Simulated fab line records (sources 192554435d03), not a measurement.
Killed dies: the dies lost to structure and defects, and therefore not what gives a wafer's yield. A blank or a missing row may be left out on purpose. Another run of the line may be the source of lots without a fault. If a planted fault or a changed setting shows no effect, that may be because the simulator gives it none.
Struck lot and sound lot, side by side -- flow n5Finfet -- 14 out of 1938 route steps
Sound: wafers L731.4, L731.5, L731.6. Struck: wafer L743.3 (left out: L743.2, L743.6 of the same lot, which were not struck); the cause appears at the end.
Per side, at each step with rows, come the tool, then ch with its chambers, and then its first start. Under that, the readings that differ: sound wafers -- struck wafers -- difference of the means -- sigmas: that difference in standard deviations of wafers without a fault.
alike: words and numbers the same on both sides, and readings whose means are apart by under 2 such deviations; not compared: readings that were withheld, readings missing a value for some wafer, numbers with overlapping values and no deviation given by the record, and bounds like >300 which may hide the same value.
A row with sigmas, a row that says differs or no value, or rows on one side alone: a step with any of these is where the two part. Numbers that have no deviation but don't overlap get no sigmas and don't part them. A reading that every wafer of one side lacks parts them only if that side has two wafers or more.

first, 8 steps without rows for these wafers: N5_PASSIVATION_HMDS_37 (time 60 s); N5_PASSIVATION_COAT_38; N5_PASSIVATION_EBR_40; N5_PASSIVATION_SOFTBAKE_39 (time 120 s); N5_PASSIVATION_EXPOSE_41 (exposes mask PASS OPEN, defocus 0 nm, target cd 40000 nm); N5_PASSIVATION_PEB_42; N5_PASSIVATION_DEVELOP_43 (develop time 60 s); N5_PASSIVATION_HARDBAKE_45 (time 120 s).
N5_PASSIVATION_CD_MEAS_44: the cd target is 40000 nm.
  sound on cdSem-03 ch 0, day 13 08:13; struck on cdSem-03 ch 0, day 16 10:30
  alike: cdNm
N5_PASSIVATION_OVL_MEAS_66:
  sound on overlay-02 ch 0, day 13 08:15; struck on overlay-02 ch 0, day 16 10:32
  alike: PASS_OPEN_OVL
N5_PASSIVATION_INSPECT_67: inspects for defects (macro).
  sound: defectInspect-01 at day 13 08:17; struck: defectInspect-01 at day 16 10:34
  alike: rawDefectCount
N5_PASSIVATION_DESCUM_46: chemistry O2, time 7.9 s.
  sound on rieDiel-05 ch 0,1,3, day 13 08:19; struck on rieDiel-06 ch 3, day 16 10:38
  alike: drypumpMotorCurrentA, oesProductAu, rfVppV, showerheadPlenumPTorr, tempC, throttleValvePct
  not compared: rfHoursCounterH
N5_PASSIVATION_PASS_ETCH_47: etches SiNx in CF4/O2, target depth 770 nm, time 385 s.
  sound on rieDiel-05 ch 0,1,3, day 13 08:20; struck on rieDiel-06 ch 3, day 16 10:41
reading,sound,struck,difference,sigmas
model.etch.depthNm (nm),740.9 773.8 752.1,435.5,-320.1,
  alike: drypumpMotorCurrentA, oesProductAu, rfVppV, showerheadPlenumPTorr, throttleValvePct
  not compared: rfHoursCounterH
N5_PASSIVATION_ETCH_54: etches SiO2 in CHF3/O2, target depth 880 nm, time 440 s.
  sound on rieDiel-05 ch 0,1,3, day 13 08:34; struck on rieDiel-06 ch 3, day 16 10:54
  alike: CHF3_flow_sccm, drypumpMotorCurrentA, oesProductAu, rfVppV, showerheadPlenumPTorr, throttleValvePct
  not compared: rfHoursCounterH

== WHERE THEY PART ==
Nowhere in this record.

WHY: what the simulator had put in
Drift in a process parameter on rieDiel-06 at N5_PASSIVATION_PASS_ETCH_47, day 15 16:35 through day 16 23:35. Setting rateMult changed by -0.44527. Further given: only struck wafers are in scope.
